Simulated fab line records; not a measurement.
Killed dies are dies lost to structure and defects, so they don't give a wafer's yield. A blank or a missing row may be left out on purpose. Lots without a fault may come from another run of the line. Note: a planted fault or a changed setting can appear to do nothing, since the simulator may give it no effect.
fab line records || flow n5Finfet || part 2 of 2: steps 23 to 29 of 29
record: {"lots": 5, "wafers": 15, "lastDay": 17}
route steps=1938 shown BEOL_M12@1620
lots that met no fault: from a run of the same line without faults
startH: the number of hours between the record's first day and the start of the first shown wafer of the lot || waitH: hours from the lot's prior step to this one || " the same as in the row above || L1.1+2: one row covering several wafers at once || - no value, or no start was given || * or withheld: withheld || < > ~ a bound
route shown NAME@n: a module of which the file shows steps, and the number in the route of the first || usual: mean/standard deviation of fault-free wafers || same: alike in all rows || chamber/n: place in a boat || sites: each site's reading || _std_site: their standard deviation || _edge_site: outer sites' mean less inner sites' || radiusMm: how far each site lies from the wafer's centre || mask NAME#n: copy n || behind: tool/chamber where the wafer was last shaped || hold: reason for holding the lot/hours on hold/outcome of the hold || device: names the non-switching transistor (n, p or np) || end of line: the route-end tests of the same wafers || step lacking rows: just its recipe || killed: count of dies lost to structure and defects at first sort (not the wafer's yield) || map: shows each die of a wafer: x if killed, . if not, _ if none is there
set.NAME: the setting as run; set.NAME@STEP: as run at that earlier step || model.NAME: the simulator's own value behind a step, which no gauge read
a table for each step, a row for each wafer; lots at some steps of the route
services: when a tool's chamber went out of use (startH, in hours from the record's first day, below 0 if earlier), for how many hours, and the reason
== steps ==
step: N5_BEOL_M12_STRIP_37
recipe: {"chemistry": "N2/H2", "powerW": 1000, "tempC": 250, "h2Frac": 0.65, "overashFraction": 0.3, "pressureMtorr": "withheld", "n2FlowSccm": 1750, "h2FlowSccm": 3250}
usual: {"drypumpMotorCurrentA": "5.70/0.21", "heaterPowerW": "319/27", "n2FlowSccm": "1751/5", "oesProductAu": "0.790/0.01"}
{"lot.wafer": "L075.1", "tool": "plasmaAsher-02", "chamber": 1, "startH": 248.44, "waitH": 0.0, "drypumpMotorCurrentA": 5.99, "heaterPowerW": 347, "n2FlowSccm": 1750, "oesProductAu": 0.799, "rfHoursCounterH": 75}
{"lot.wafer": "L075.2", "tool": "plasmaAsher-02", "chamber": 0, "startH": 248.44, "waitH": 0.0, "drypumpMotorCurrentA": 5.63, "heaterPowerW": 281, "n2FlowSccm": 1756, "oesProductAu": 0.788, "rfHoursCounterH": 75}
{"lot.wafer": "L075.6", "tool": "plasmaAsher-02", "chamber": 0, "startH": 248.44, "waitH": 0.0, "drypumpMotorCurrentA": 5.62, "heaterPowerW": 285, "n2FlowSccm": 1754, "oesProductAu": 0.800, "rfHoursCounterH": "-"}
{"lot.wafer": "L083.2", "tool": "plasmaAsher-02", "chamber": 0, "startH": 296.51, "waitH": 0.0, "drypumpMotorCurrentA": 5.62, "heaterPowerW": 280, "n2FlowSccm": 1742, "oesProductAu": 0.783, "rfHoursCounterH": 84}
{"lot.wafer": "L083.5", "tool": "plasmaAsher-02", "chamber": 1, "startH": 296.51, "waitH": 0.0, "drypumpMotorCurrentA": 5.99, "heaterPowerW": 352, "n2FlowSccm": 1752, "oesProductAu": 0.805, "rfHoursCounterH": "-"}
{"lot.wafer": "L083.6", "tool": "plasmaAsher-02", "chamber": 0, "startH": 296.51, "waitH": 0.0, "drypumpMotorCurrentA": 5.61, "heaterPowerW": 284, "n2FlowSccm": 1743, "oesProductAu": 0.803, "rfHoursCounterH": "-"}
{"lot.wafer": "L095.1", "tool": "plasmaAsher-01", "chamber": 1, "startH": 354.72, "waitH": 0.0, "drypumpMotorCurrentA": 5.62, "heaterPowerW": 327, "n2FlowSccm": 1751, "oesProductAu": 0.788, "rfHoursCounterH": 140}
{"lot.wafer": "L095.4", "tool": "plasmaAsher-01", "chamber": 0, "startH": 354.72, "waitH": 0.0, "drypumpMotorCurrentA": 5.41, "heaterPowerW": 323, "n2FlowSccm": 1758, "oesProductAu": 0.780, "rfHoursCounterH": "-"}
{"lot.wafer": "L095.6", "tool": "plasmaAsher-01", "chamber": 1, "startH": 354.72, "waitH": 0.0, "drypumpMotorCurrentA": 5.62, "heaterPowerW": 324, "n2FlowSccm": 1746, "oesProductAu": 0.792, "rfHoursCounterH": "-"}
{"lot.wafer": "L094.3", "tool": "plasmaAsher-02", "chamber": 0, "startH": 361.13, "waitH": 0.1, "drypumpMotorCurrentA": 5.60, "heaterPowerW": 278, "n2FlowSccm": 1757, "oesProductAu": 0.800, "rfHoursCounterH": "-"}
{"lot.wafer": "L094.4", "tool": "plasmaAsher-02", "chamber": 1, "startH": 361.13, "waitH": 0.1, "drypumpMotorCurrentA": 5.99, "heaterPowerW": 344, "n2FlowSccm": 1743, "oesProductAu": 0.790, "rfHoursCounterH": "-"}
{"lot.wafer": "L094.5", "tool": "plasmaAsher-02", "chamber": 1, "startH": 361.13, "waitH": 0.1, "drypumpMotorCurrentA": 6.03, "heaterPowerW": 349, "n2FlowSccm": 1747, "oesProductAu": 0.792, "rfHoursCounterH": "-"}
{"lot.wafer": "L096.1", "tool": "plasmaAsher-02", "chamber": 1, "startH": 362.63, "waitH": 0.0, "drypumpMotorCurrentA": 5.99, "heaterPowerW": 345, "n2FlowSccm": 1757, "oesProductAu": 0.794, "rfHoursCounterH": 97}
{"lot.wafer": "L096.3", "tool": "plasmaAsher-02", "chamber": 0, "startH": 362.63, "waitH": 0.0, "drypumpMotorCurrentA": 5.64, "heaterPowerW": 284, "n2FlowSccm": 1748, "oesProductAu": 0.772, "rfHoursCounterH": "-"}
{"lot.wafer": "L096.4", "tool": "plasmaAsher-02", "chamber": 1, "startH": 362.63, "waitH": 0.0, "drypumpMotorCurrentA": 5.98, "heaterPowerW": 351, "n2FlowSccm": 1756, "oesProductAu": 0.786, "rfHoursCounterH": "-"}
step: N5_BEOL_M12_ETCH_38
recipe: {"chemistry": "CF4/N2", "target": "SiCN", "targetDepthA": 687, "taperDeg": 2, "timeS": 73.4, "ionEnergyEv": 150, "maskMaterial": "SiO2", "pressureMtorr": 40, "sourceW": 430, "biasW": 70, "Ar_flow_sccm": 100, "cf4FlowSccm": 60, "n2FlowSccm": 60}
usual: {"cf4FlowSccm": "60.01/0.19", "chamberPressureMTorr": "40.00/0.035", "drypumpMotorCurrentA": "6.0/0.43", "n2FlowSccm": "60.01/0.19", "oesProductAu": "0.78/0.08", "rfVppV": "382.2/2", "showerheadPlenumPTorr": "2.20/0.077", "throttleValvePct": "15.38/0.2"}
{"lot.wafer": "L075.1", "tool": "rieDiel-03", "chamber": 2, "startH": 252.04, "waitH": "-", "cf4FlowSccm": 59.58, "chamberPressureMTorr": 39.96, "drypumpMotorCurrentA": 6.6, "n2FlowSccm": 60.05, "oesProductAu": 0.68, "rfHoursCounterH": 232, "rfVppV": 383.5, "showerheadPlenumPTorr": 2.27, "throttleValvePct": 15.82}
{"lot.wafer": "L075.2", "tool": "rieDiel-03", "chamber": 0, "startH": 252.04, "waitH": "-", "cf4FlowSccm": 60.13, "chamberPressureMTorr": 40.09, "drypumpMotorCurrentA": 6.3, "n2FlowSccm": 59.92, "oesProductAu": 0.86, "rfHoursCounterH": 53, "rfVppV": 381.6, "showerheadPlenumPTorr": 2.15, "throttleValvePct": 15.32}
{"lot.wafer": "L075.6", "tool": "rieDiel-03", "chamber": 2, "startH": 252.04, "waitH": "-", "cf4FlowSccm": 59.71, "chamberPressureMTorr": 40.04, "drypumpMotorCurrentA": 6.6, "n2FlowSccm": 60.10, "oesProductAu": 0.69, "rfHoursCounterH": "-", "rfVppV": 383.3, "showerheadPlenumPTorr": 2.27, "throttleValvePct": 15.83}
{"lot.wafer": "L083.2", "tool": "rieDiel-03", "chamber": 0, "startH": 298.53, "waitH": "-", "cf4FlowSccm": 59.84, "chamberPressureMTorr": 40.03, "drypumpMotorCurrentA": 6.3, "n2FlowSccm": 59.76, "oesProductAu": 0.84, "rfHoursCounterH": 69, "rfVppV": 382.1, "showerheadPlenumPTorr": 2.15, "throttleValvePct": 15.35}
{"lot.wafer": "L083.5", "tool": "rieDiel-03", "chamber": 0, "startH": 298.53, "waitH": "-", "cf4FlowSccm": 60.04, "chamberPressureMTorr": 40.05, "drypumpMotorCurrentA": 6.3, "n2FlowSccm": 59.89, "oesProductAu": 0.84, "rfHoursCounterH": "-", "rfVppV": 381.7, "showerheadPlenumPTorr": 2.15, "throttleValvePct": 15.35}
{"lot.wafer": "L083.6", "tool": "rieDiel-03", "chamber": 1, "startH": 298.53, "waitH": "-", "cf4FlowSccm": 59.92, "chamberPressureMTorr": 40.00, "drypumpMotorCurrentA": 5.7, "n2FlowSccm": 59.85, "oesProductAu": 0.75, "rfHoursCounterH": "-", "rfVppV": 385.4, "showerheadPlenumPTorr": 2.30, "throttleValvePct": 15.20}
{"lot.wafer": "L095.1", "tool": "rieDiel-03", "chamber": 2, "startH": 355.89, "waitH": "-", "cf4FlowSccm": 59.74, "chamberPressureMTorr": 40.02, "drypumpMotorCurrentA": 6.6, "n2FlowSccm": 59.92, "oesProductAu": 0.94, "rfHoursCounterH": 5, "rfVppV": 383.8, "showerheadPlenumPTorr": 2.26, "throttleValvePct": 15.37}
{"lot.wafer": "L095.4", "tool": "rieDiel-03", "chamber": 1, "startH": 355.89, "waitH": "-", "cf4FlowSccm": 59.96, "chamberPressureMTorr": 39.91, "drypumpMotorCurrentA": 5.7, "n2FlowSccm": 60.36, "oesProductAu": 0.73, "rfHoursCounterH": 166, "rfVppV": 383.8, "showerheadPlenumPTorr": 2.29, "throttleValvePct": 15.25}
{"lot.wafer": "L095.6", "tool": "rieDiel-03", "chamber": 2, "startH": 355.89, "waitH": "-", "cf4FlowSccm": 59.64, "chamberPressureMTorr": 39.96, "drypumpMotorCurrentA": 6.6, "n2FlowSccm": 60.00, "oesProductAu": 0.94, "rfHoursCounterH": "-", "rfVppV": 384.1, "showerheadPlenumPTorr": 2.26, "throttleValvePct": 15.34}
{"lot.wafer": "L094.3", "tool": "rieDiel-03", "chamber": 3, "startH": 361.31, "waitH": "-", "cf4FlowSccm": 59.85, "chamberPressureMTorr": 39.97, "drypumpMotorCurrentA": 6.3, "n2FlowSccm": 59.99, "oesProductAu": 0.73, "rfHoursCounterH": 195, "rfVppV": 378.5, "showerheadPlenumPTorr": 2.10, "throttleValvePct": 15.47}
{"lot.wafer": "L094.4", "tool": "rieDiel-03", "chamber": 1, "startH": 361.31, "waitH": "-", "cf4FlowSccm": 60.03, "chamberPressureMTorr": 39.98, "drypumpMotorCurrentA": 5.6, "n2FlowSccm": 60.00, "oesProductAu": 0.73, "rfHoursCounterH": 169, "rfVppV": 383.4, "showerheadPlenumPTorr": 2.29, "throttleValvePct": 15.25}
{"lot.wafer": "L094.5", "tool": "rieDiel-03", "chamber": 1, "startH": 361.31, "waitH": "-", "cf4FlowSccm": 60.11, "chamberPressureMTorr": 40.01, "drypumpMotorCurrentA": 5.7, "n2FlowSccm": 60.02, "oesProductAu": 0.72, "rfHoursCounterH": "-", "rfVppV": 384.9, "showerheadPlenumPTorr": 2.29, "throttleValvePct": 15.24}
{"lot.wafer": "L096.1", "tool": "rieDiel-03", "chamber": 3, "startH": 370.03, "waitH": "-", "cf4FlowSccm": 60.15, "chamberPressureMTorr": 40.00, "drypumpMotorCurrentA": 6.3, "n2FlowSccm": 59.72, "oesProductAu": 0.73, "rfHoursCounterH": 197, "rfVppV": 379.9, "showerheadPlenumPTorr": 2.10, "throttleValvePct": 15.47}
{"lot.wafer": "L096.3", "tool": "rieDiel-03", "chamber": 1, "startH": 370.03, "waitH": "-", "cf4FlowSccm": 59.83, "chamberPressureMTorr": 40.00, "drypumpMotorCurrentA": 5.7, "n2FlowSccm": 60.29, "oesProductAu": 0.73, "rfHoursCounterH": 171, "rfVppV": 383.7, "showerheadPlenumPTorr": 2.29, "throttleValvePct": 15.26}
{"lot.wafer": "L096.4", "tool": "rieDiel-03", "chamber": 0, "startH": 370.03, "waitH": "-", "cf4FlowSccm": 59.67, "chamberPressureMTorr": 39.96, "drypumpMotorCurrentA": 6.3, "n2FlowSccm": 60.23, "oesProductAu": 0.81, "rfHoursCounterH": 96, "rfVppV": 380.9, "showerheadPlenumPTorr": 2.14, "throttleValvePct": 15.40}
step: N5_BEOL_M12_PRECLEAN_39
recipe: {"chemistry": "residueRemover", "timeS": 60, "tempC": 40}
usual: {"bathHeatDutyPct": "4.6/0.54"}
{"lot.wafer": "L075.1", "tool": "wetBench-03", "chamber": 5, "startH": 252.17, "waitH": 0.1, "bathHeatDutyPct": 5.0}
{"lot.wafer": "L075.2", "tool": "wetBench-03", "chamber": 0, "startH": 252.17, "waitH": 0.1, "bathHeatDutyPct": 4.0}
{"lot.wafer": "L075.6", "tool": "wetBench-03", "chamber": 3, "startH": 252.17, "waitH": 0.1, "bathHeatDutyPct": 3.7}
{"lot.wafer": "L083.2", "tool": "wetBench-02", "chamber": 3, "startH": 298.66, "waitH": 0.1, "bathHeatDutyPct": 5.1}
{"lot.wafer": "L083.5", "tool": "wetBench-02", "chamber": 5, "startH": 298.66, "waitH": 0.1, "bathHeatDutyPct": 4.6}
{"lot.wafer": "L083.6", "tool": "wetBench-02", "chamber": 4, "startH": 298.66, "waitH": 0.1, "bathHeatDutyPct": 4.3}
{"lot.wafer": "L095.1", "tool": "wetBench-02", "chamber": 4, "startH": 356.02, "waitH": 0.1, "bathHeatDutyPct": 4.1}
{"lot.wafer": "L095.4", "tool": "wetBench-02", "chamber": 6, "startH": 356.02, "waitH": 0.1, "bathHeatDutyPct": 4.0}
{"lot.wafer": "L095.6", "tool": "wetBench-02", "chamber": 1, "startH": 356.02, "waitH": 0.1, "bathHeatDutyPct": 5.2}
{"lot.wafer": "L094.3", "tool": "wetBench-04", "chamber": 4, "startH": 361.45, "waitH": 0.1, "bathHeatDutyPct": 4.8}
{"lot.wafer": "L094.4", "tool": "wetBench-04", "chamber": 5, "startH": 361.45, "waitH": 0.1, "bathHeatDutyPct": 3.9}
{"lot.wafer": "L094.5", "tool": "wetBench-04", "chamber": 3, "startH": 361.45, "waitH": 0.1, "bathHeatDutyPct": 4.2}
{"lot.wafer": "L096.1", "tool": "wetBench-03", "chamber": 0, "startH": 370.16, "waitH": 0.1, "bathHeatDutyPct": 4.6}
{"lot.wafer": "L096.3", "tool": "wetBench-03", "chamber": 5, "startH": 370.16, "waitH": 0.1, "bathHeatDutyPct": 3.5}
{"lot.wafer": "L096.4", "tool": "wetBench-03", "chamber": 1, "startH": 370.16, "waitH": 0.1, "bathHeatDutyPct": 4.7}
step: N5_BEOL_M12_SRD_40
recipe: {"timeS": 30, "tempC": 23, "rinseLiquid": "diw", "dry": "n2Spin", "spinRpm": 1500, "dryTimeS": 30}
usual: {"bathHeatDutyPct": "3.6/0.56"}
same: {"dryTimeS": 30}
{"lot.wafer": "L075.1", "tool": "wetBench-03", "chamber": 5, "startH": 252.19, "waitH": 0.0, "bathHeatDutyPct": 3.9}
{"lot.wafer": "L075.2", "tool": "wetBench-03", "chamber": 0, "startH": 252.19, "waitH": 0.0, "bathHeatDutyPct": 3.6}
{"lot.wafer": "L075.6", "tool": "wetBench-03", "chamber": 3, "startH": 252.19, "waitH": 0.0, "bathHeatDutyPct": 3.9}
{"lot.wafer": "L083.2", "tool": "wetBench-02", "chamber": 3, "startH": 298.68, "waitH": 0.0, "bathHeatDutyPct": 4.1}
{"lot.wafer": "L083.5", "tool": "wetBench-02", "chamber": 5, "startH": 298.68, "waitH": 0.0, "bathHeatDutyPct": 3.1}
{"lot.wafer": "L083.6", "tool": "wetBench-02", "chamber": 4, "startH": 298.68, "waitH": 0.0, "bathHeatDutyPct": 4.0}
{"lot.wafer": "L095.1", "tool": "wetBench-02", "chamber": 4, "startH": 356.04, "waitH": 0.0, "bathHeatDutyPct": 3.9}
{"lot.wafer": "L095.4", "tool": "wetBench-02", "chamber": 6, "startH": 356.04, "waitH": 0.0, "bathHeatDutyPct": 3.6}
{"lot.wafer": "L095.6", "tool": "wetBench-02", "chamber": 1, "startH": 356.04, "waitH": 0.0, "bathHeatDutyPct": 4.1}
{"lot.wafer": "L094.3", "tool": "wetBench-04", "chamber": 4, "startH": 361.47, "waitH": 0.0, "bathHeatDutyPct": 4.5}
{"lot.wafer": "L094.4", "tool": "wetBench-04", "chamber": 5, "startH": 361.47, "waitH": 0.0, "bathHeatDutyPct": 3.4}
{"lot.wafer": "L094.5", "tool": "wetBench-04", "chamber": 3, "startH": 361.47, "waitH": 0.0, "bathHeatDutyPct": 4.4}
{"lot.wafer": "L096.1", "tool": "wetBench-03", "chamber": 0, "startH": 370.20, "waitH": 0.0, "bathHeatDutyPct": 3.1}
{"lot.wafer": "L096.3", "tool": "wetBench-03", "chamber": 5, "startH": 370.20, "waitH": 0.0, "bathHeatDutyPct": 2.8}
{"lot.wafer": "L096.4", "tool": "wetBench-03", "chamber": 1, "startH": 370.20, "waitH": 0.0, "bathHeatDutyPct": 3.8}
step: N5_BEOL_M12_DEGAS_41
recipe: {"ambient": "vacuum", "tempC": 250, "timeS": 60}
usual: {"heaterPowerW": "340/41"}
{"lot.wafer": "L075.1", "tool": "pvdSputter-01", "chamber": "-", "startH": 252.46, "waitH": 0.3, "heaterPowerW": 349}
{"lot.wafer": "L075.2", "tool": "pvdSputter-01", "chamber": "-", "startH": 252.46, "waitH": 0.3, "heaterPowerW": 291}
{"lot.wafer": "L075.6", "tool": "pvdSputter-01", "chamber": "-", "startH": 252.46, "waitH": 0.3, "heaterPowerW": 351}
{"lot.wafer": "L083.2", "tool": "pvdSputter-02", "chamber": "-", "startH": 299.19, "waitH": 0.5, "heaterPowerW": 338}
{"lot.wafer": "L083.5", "tool": "pvdSputter-02", "chamber": "-", "startH": 299.19, "waitH": 0.5, "heaterPowerW": 339}
{"lot.wafer": "L083.6", "tool": "pvdSputter-02", "chamber": "-", "startH": 299.19, "waitH": 0.5, "heaterPowerW": 302}
{"lot.wafer": "L095.1", "tool": "pvdSputter-03", "chamber": "-", "startH": 356.34, "waitH": 0.3, "heaterPowerW": 292}
{"lot.wafer": "L095.4", "tool": "pvdSputter-03", "chamber": "-", "startH": 356.34, "waitH": 0.3, "heaterPowerW": 374}
{"lot.wafer": "L095.6", "tool": "pvdSputter-03", "chamber": "-", "startH": 356.34, "waitH": 0.3, "heaterPowerW": 292}
{"lot.wafer": "L094.3", "tool": "pvdSputter-01", "chamber": "-", "startH": 361.72, "waitH": 0.2, "heaterPowerW": 301}
{"lot.wafer": "L094.4", "tool": "pvdSputter-01", "chamber": "-", "startH": 361.72, "waitH": 0.2, "heaterPowerW": 347}
{"lot.wafer": "L094.5", "tool": "pvdSputter-01", "chamber": "-", "startH": 361.72, "waitH": 0.2, "heaterPowerW": 351}
{"lot.wafer": "L096.1", "tool": "pvdSputter-02", "chamber": "-", "startH": 370.56, "waitH": 0.3, "heaterPowerW": 305}
{"lot.wafer": "L096.3", "tool": "pvdSputter-02", "chamber": "-", "startH": 370.56, "waitH": 0.3, "heaterPowerW": 333}
{"lot.wafer": "L096.4", "tool": "pvdSputter-02", "chamber": "-", "startH": 370.56, "waitH": 0.3, "heaterPowerW": 386}
step: N5_BEOL_M12_PRE_CLEAN_42
recipe: {"gas": "H2/He", "timeS": 30, "tempC": 250}
usual: {"heaterPowerW": "341/40"}
{"lot.wafer": "L075.1", "tool": "pvdSputter-01", "chamber": "-", "startH": 252.50, "waitH": 0.0, "heaterPowerW": 359}
{"lot.wafer": "L075.2", "tool": "pvdSputter-01", "chamber": "-", "startH": 252.50, "waitH": 0.0, "heaterPowerW": 298}
{"lot.wafer": "L075.6", "tool": "pvdSputter-01", "chamber": "-", "startH": 252.50, "waitH": 0.0, "heaterPowerW": 356}
{"lot.wafer": "L083.2", "tool": "pvdSputter-02", "chamber": "-", "startH": 299.23, "waitH": 0.0, "heaterPowerW": 331}
{"lot.wafer": "L083.5", "tool": "pvdSputter-02", "chamber": "-", "startH": 299.23, "waitH": 0.0, "heaterPowerW": 346}
{"lot.wafer": "L083.6", "tool": "pvdSputter-02", "chamber": "-", "startH": 299.23, "waitH": 0.0, "heaterPowerW": 301}
{"lot.wafer": "L095.1", "tool": "pvdSputter-03", "chamber": "-", "startH": 356.38, "waitH": 0.0, "heaterPowerW": 296}
{"lot.wafer": "L095.4", "tool": "pvdSputter-03", "chamber": "-", "startH": 356.38, "waitH": 0.0, "heaterPowerW": 379}
{"lot.wafer": "L095.6", "tool": "pvdSputter-03", "chamber": "-", "startH": 356.38, "waitH": 0.0, "heaterPowerW": 296}
{"lot.wafer": "L094.3", "tool": "pvdSputter-01", "chamber": "-", "startH": 361.76, "waitH": 0.0, "heaterPowerW": 299}
{"lot.wafer": "L094.4", "tool": "pvdSputter-01", "chamber": "-", "startH": 361.76, "waitH": 0.0, "heaterPowerW": 363}
{"lot.wafer": "L094.5", "tool": "pvdSputter-01", "chamber": "-", "startH": 361.76, "waitH": 0.0, "heaterPowerW": 362}
{"lot.wafer": "L096.1", "tool": "pvdSputter-02", "chamber": "-", "startH": 370.60, "waitH": 0.0, "heaterPowerW": 300}
{"lot.wafer": "L096.3", "tool": "pvdSputter-02", "chamber": "-", "startH": 370.60, "waitH": 0.0, "heaterPowerW": 345}
{"lot.wafer": "L096.4", "tool": "pvdSputter-02", "chamber": "-", "startH": 370.60, "waitH": 0.0, "heaterPowerW": 376}
step: N5_BEOL_M12_SPUTTER_43
recipe: {"material": "TaN", "targetThkA": 150, "tempC": 50, "biasV": 168.6, "powerW": 15000, "chamberPressurePa": 0.12, "timeS": 24.19}
usual: {"cathodeDcPowerW": "15000/2.5", "throttleValvePct": "30.5/0.74"}
{"lot.wafer": "L075.1", "tool": "pvdSputter-01", "chamber": "-", "startH": 252.54, "waitH": 0.0, "cathodeDcPowerW": 15001, "throttleValvePct": 31.3}
{"lot.wafer": "L075.2", "tool": "pvdSputter-01", "chamber": "-", "startH": 252.54, "waitH": 0.0, "cathodeDcPowerW": 15001, "throttleValvePct": 29.6}
{"lot.wafer": "L075.6", "tool": "pvdSputter-01", "chamber": "-", "startH": 252.54, "waitH": 0.0, "cathodeDcPowerW": 14998, "throttleValvePct": 29.9}
{"lot.wafer": "L083.2", "tool": "pvdSputter-02", "chamber": "-", "startH": 299.27, "waitH": 0.0, "cathodeDcPowerW": 15002, "throttleValvePct": 30.5}
{"lot.wafer": "L083.5", "tool": "pvdSputter-02", "chamber": "-", "startH": 299.27, "waitH": 0.0, "cathodeDcPowerW": 15001, "throttleValvePct": 30.6}
{"lot.wafer": "L083.6", "tool": "pvdSputter-02", "chamber": "-", "startH": 299.27, "waitH": 0.0, "cathodeDcPowerW": 14996, "throttleValvePct": 29.8}
{"lot.wafer": "L095.1", "tool": "pvdSputter-03", "chamber": "-", "startH": 356.42, "waitH": 0.0, "cathodeDcPowerW": 14998, "throttleValvePct": 30.5}
{"lot.wafer": "L095.4", "tool": "pvdSputter-03", "chamber": "-", "startH": 356.42, "waitH": 0.0, "cathodeDcPowerW": 14998, "throttleValvePct": 31.3}
{"lot.wafer": "L095.6", "tool": "pvdSputter-03", "chamber": "-", "startH": 356.42, "waitH": 0.0, "cathodeDcPowerW": 15002, "throttleValvePct": 30.5}
{"lot.wafer": "L094.3", "tool": "pvdSputter-01", "chamber": "-", "startH": 361.80, "waitH": 0.0, "cathodeDcPowerW": 15002, "throttleValvePct": 30.4}
{"lot.wafer": "L094.4", "tool": "pvdSputter-01", "chamber": "-", "startH": 361.80, "waitH": 0.0, "cathodeDcPowerW": 15001, "throttleValvePct": 30.9}
{"lot.wafer": "L094.5", "tool": "pvdSputter-01", "chamber": "-", "startH": 361.80, "waitH": 0.0, "cathodeDcPowerW": 14997, "throttleValvePct": 29.6}
{"lot.wafer": "L096.1", "tool": "pvdSputter-02", "chamber": "-", "startH": 370.64, "waitH": 0.0, "cathodeDcPowerW": 15001, "throttleValvePct": 29.8}
{"lot.wafer": "L096.3", "tool": "pvdSputter-02", "chamber": "-", "startH": 370.64, "waitH": 0.0, "cathodeDcPowerW": 15001, "throttleValvePct": 30.3}
{"lot.wafer": "L096.4", "tool": "pvdSputter-02", "chamber": "-", "startH": 370.64, "waitH": 0.0, "cathodeDcPowerW": 14999, "throttleValvePct": 29.5}
== services ==
{"tool": "wetBench-03", "chamber": "-", "startH": 224.94, "hours": 1.7, "kind": "repair"}
{"tool": "rieDiel-01", "chamber": 0, "startH": 225.59, "hours": 5.0, "kind": "repair"}
{"tool": "krfScanner-02", "chamber": "-", "startH": 228.93, "hours": 3.6, "kind": "pm"}
{"tool": "krfScanner-02", "chamber": "-", "startH": 238.41, "hours": 3.0, "kind": "pm"}
{"tool": "krfScanner-01", "chamber": "-", "startH": 241.41, "hours": 1.0, "kind": "pm"}
{"tool": "krfScanner-01", "chamber": "-", "startH": 242.41, "hours": 3.0, "kind": "pm"}
{"tool": "rieDiel-01", "chamber": 1, "startH": 246.01, "hours": 6.7, "kind": "repair"}
{"tool": "krfScanner-02", "chamber": "-", "startH": 255.66, "hours": 3.0, "kind": "pm"}
{"tool": "wetBench-02", "chamber": "-", "startH": 287.94, "hours": 8.9, "kind": "repair"}
{"tool": "krfScanner-02", "chamber": "-", "startH": 289.07, "hours": 1.0, "kind": "pm"}
{"tool": "krfScanner-02", "chamber": "-", "startH": 292.64, "hours": 0.8, "kind": "pm"}
{"tool": "krfScanner-01", "chamber": "-", "startH": 298.32, "hours": 0.8, "kind": "pm"}
{"tool": "rieDiel-01", "chamber": 1, "startH": 300.08, "hours": 2.1, "kind": "repair"}
{"tool": "rieDiel-03", "chamber": "-", "startH": 306.71, "hours": 2.8, "kind": "pm"}
{"tool": "rieDiel-03", "chamber": 2, "startH": 315.09, "hours": 11.2, "kind": "repair"}
{"tool": "krfScanner-01", "chamber": "-", "startH": 323.64, "hours": 1.3, "kind": "pm"}
{"tool": "krfScanner-02", "chamber": "-", "startH": 327.63, "hours": 0.8, "kind": "pm"}
{"tool": "rieDiel-05", "chamber": 3, "startH": 331.50, "hours": 3.1, "kind": "repair"}
{"tool": "krfScanner-02", "chamber": "-", "startH": 337.70, "hours": 2.0, "kind": "repair"}
{"tool": "rieDiel-01", "chamber": 0, "startH": 338.64, "hours": 8.2, "kind": "repair"}
{"tool": "plasmaAsher-02", "chamber": "-", "startH": 354.51, "hours": 2.8, "kind": "pm"}
{"tool": "krfScanner-02", "chamber": "-", "startH": 354.65, "hours": 4.4, "kind": "pm"}
{"tool": "krfScanner-02", "chamber": "-", "startH": 361.23, "hours": 0.2, "kind": "repair"}
{"tool": "plasmaAsher-02", "chamber": "-", "startH": 366.72, "hours": 15.6, "kind": "pm"}
